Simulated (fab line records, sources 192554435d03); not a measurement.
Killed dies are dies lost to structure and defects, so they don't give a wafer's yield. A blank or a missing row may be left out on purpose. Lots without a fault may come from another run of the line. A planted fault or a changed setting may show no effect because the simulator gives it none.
Chamber matching | flow n5_finfet | N5_BEOL_M4_CMP_52 on cmp-03: 4 sister chambers
The step polishes, stops on SiOC, t overpolish 6.8 s, target thk 40 nm. 8 wafers are shown with their chamber, then 12 later ones without.

WAFERS WITH THEIR CHAMBER
wafer  | chamber | clearing_platen_down_force_psi (psi) | motor_current_A (A)
L078.6 | 2       | 1.5024                               | 5.8
L084.3 | 2       | 1.5020                               | 5.5
L084.4 | 1       | 1.5000                               | 5.5
L087.4 | 1       | 1.4965                               | 5.3
L086.5 | 3       | 1.5024                               | 5.7
L085.3 | 0       | 1.5023                               | 5.7
L085.5 | 3       | 1.4967                               | 5.8
L085.6 | 0       | 1.4952                               | 5.5

WAFERS WITHOUT THEIR CHAMBER
wafer  | clearing_platen_down_force_psi (psi) | motor_current_A (A)
L089.2 | 1.4993                               | 5.2
L089.3 | 1.5002                               | 5.6
L089.5 | 1.4997                               | 5.9
L088.3 | 1.5009                               | 5.5
L088.5 | 1.5007                               | 5.6
L088.6 | 1.5015                               | 5.3
L094.3 | 1.5028                               | 5.5
L094.5 | 1.4987                               | 5.4
L094.6 | 1.5014                               | 5.4
L095.2 | 1.4988                               | 5.4
L095.4 | 1.5025                               | 5.8
L095.5 | 1.4989                               | 5.5

WHICH CHAMBER EACH WENT THROUGH
wafer  | from the rows above               | in truth
L089.2 | can't be placed: 1 or 0 or 2      | 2
L089.3 | can't be placed: 0 or 2 or 3 or 1 | 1
L089.5 | can't be placed: 3 or 2 or 0      | 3
L088.3 | can't be placed: 0 or 1 or 2 or 3 | 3
L088.5 | can't be placed: 2 or 0 or 3 or 1 | 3
L088.6 | can't be placed: 1 or 0 or 2 or 3 | 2
L094.3 | can't be placed: 2 or 0 or 1 or 3 | 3
L094.5 | can't be placed: 1 or 0 or 2      | 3
L094.6 | can't be placed: 1 or 0 or 2 or 3 | 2
L095.2 | can't be placed: 1 or 0 or 2      | 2
L095.4 | can't be placed: 3 or 2 or 0      | 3
L095.5 | can't be placed: 0 or 1 or 2 or 3 | 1
Placed correctly: 0 of 12. Can't be placed from these rows: 12 (the true chamber is among the candidates in 11). Placed wrongly: 0.
How it was worked out, from the rows above alone: a wafer's distance from a chamber is the root of the sum, over the readings, of the square of ((its reading less the chamber's mean) divided by the reading's scatter). The wafer belongs to the nearest chamber; if the next one is less than 2 further off, it can't be placed. A chamber's mean is the mean of its shown wafers. The scatter: the root of (the sum of the squares of (reading less its chamber's mean) over the shown wafers, divided by (wafers less chambers)).
